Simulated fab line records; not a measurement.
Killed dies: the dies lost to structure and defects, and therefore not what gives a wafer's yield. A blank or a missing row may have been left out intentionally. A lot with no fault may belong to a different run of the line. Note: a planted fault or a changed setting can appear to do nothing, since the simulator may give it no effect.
Lot-split experiment + flow n5_finfet + route with 1938 steps; 7 lots, 21 wafers read

THE SPLIT ITSELF
At N5_BEOL_M13_ETCH_68 (etches SOC in N2/H2, time 355 s), the setting time_s was moved away from the recipe's 355 s on 6 of the 21 wafers read, by -22.5% to -6.1%. All remaining wafers had this setting at the recipe value.

The split's own step is where the reading is taken.

THE READING
SiARC_of_BEOL_M13_COAT_66.thk_nm (the simulator's own value, which no gauge read), in nm, at N5_BEOL_M13_ETCH_68 (etches SOC in N2/H2, time 355 s). The file gives no usual value for it. The 15 wafers here that ran the recipe average 77.3 nm, standard deviation 0.8 nm.

| wafer  | tool, chamber at the split | time_s as run, s | against the recipe | SiARC_of_BEOL_M13_COAT_66.thk_nm, nm | against lot-mates on the recipe |
|--------|----------------------------|------------------|--------------------|--------------------------------------|---------------------------------|
| L074.2 | rie_diel-04, 2             | 282.6            | -20.4%             | 84.8                                 | +7.2                            |
| L074.3 | rie_diel-04, 0             | 282.6            | -20.4%             | 83.8                                 | +6.2                            |
| L074.6 | rie_diel-04, 3             | 355              | recipe             | 77.6                                 | -                               |
| L075.1 | rie_diel-05, 1             | 355              | recipe             | 77.6                                 | -                               |
| L075.4 | rie_diel-05, 3             | 355              | recipe             | 77.8                                 | -                               |
| L075.6 | rie_diel-05, 0             | 355              | recipe             | 76.8                                 | -                               |
| L086.3 | rie_diel-04, 2             | 355              | recipe             | 76.2                                 | -                               |
| L086.5 | rie_diel-04, 1             | 333.2            | -6.1%              | 78                                   | +2.1                            |
| L086.6 | rie_diel-04, 2             | 355              | recipe             | 75.6                                 | -                               |
| L088.2 | rie_diel-02, 3             | 355              | recipe             | 78.4                                 | -                               |
| L088.3 | rie_diel-02, 2             | 355              | recipe             | 78.2                                 | -                               |
| L088.6 | rie_diel-02, 1             | 355              | recipe             | 77.4                                 | -                               |
| L089.1 | rie_diel-05, 1             | 355              | recipe             | 77.2                                 | -                               |
| L089.4 | rie_diel-05, 1             | 275.2            | -22.5%             | 85                                   | +7.8                            |
| L089.6 | rie_diel-05, 2             | 275.2            | -22.5%             | 84.4                                 | +7.2                            |
| L096.1 | rie_diel-02, 3             | 355              | recipe             | 78.2                                 | -                               |
| L096.2 | rie_diel-02, 1             | 355              | recipe             | 76                                   | -                               |
| L096.6 | rie_diel-02, 3             | 355              | recipe             | 77.6                                 | -                               |
| L095.1 | rie_diel-02, 1             | 355              | recipe             | 76.8                                 | -                               |
| L095.3 | rie_diel-02, 3             | 355              | recipe             | 77.4                                 | -                               |
| L095.4 | rie_diel-02, 2             | 331              | -6.8%              | 79.8                                 | +2.7                            |

THE FIT
A straight line over all 21 wafers: SiARC_of_BEOL_M13_COAT_66.thk_nm changes by -0.337 nm for each +1% of time_s; r = -0.97; the points scatter about the line by 0.8 nm.
The same after taking each lot's own level away (the mean of its wafers on the recipe; 21 wafers): -0.332 nm for each +1%; r = -0.98; scatter 0.51 nm.
According to that fit, moving time_s by its largest amount changes the reading by 7.5 nm.
The lots' own levels span 75.90 to 78.00 nm, that is 2.6 times the standard deviation above.
The two slopes agree, so the slope changes little with the lot-to-lot level.
Check: for one of the wafers moved furthest among these (-22.5%), held out of the fit, the line's prediction against its lot-mates is +7.37 nm. Against them it came out at +7.8 nm.

THESE WAFERS: OTHER SPLITS
These wafers also went through other splits before the reading. Each is held against what the fit with the lots' levels taken away leaves over:
| other split on the same wafers | wafers away from the commonest value | r with SiARC_of_BEOL_M13_COAT_66.thk_nm (lot level and that fit taken away) |
|--------------------------------|--------------------------------------|-----------------------------------------------------------------------------|
| N5_BEOL_M11_EXPOSE_08 dose_mj  | 9                                    | +0.24                                                                       |
| N5_BEOL_M11_COAT_22 spin_rpm   | 8                                    | +0.21                                                                       |
| N5_BEOL_M11_ETCH_66 time_s     | 8                                    | +0.02                                                                       |
| N5_BEOL_M12_COAT_22 spin_rpm   | 10                                   | -0.32                                                                       |

FILE'S OWN FIT
SiARC_of_BEOL_M13_COAT_66.thk_nm changes by -0.335 nm for each +1% of time_s, r = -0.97.
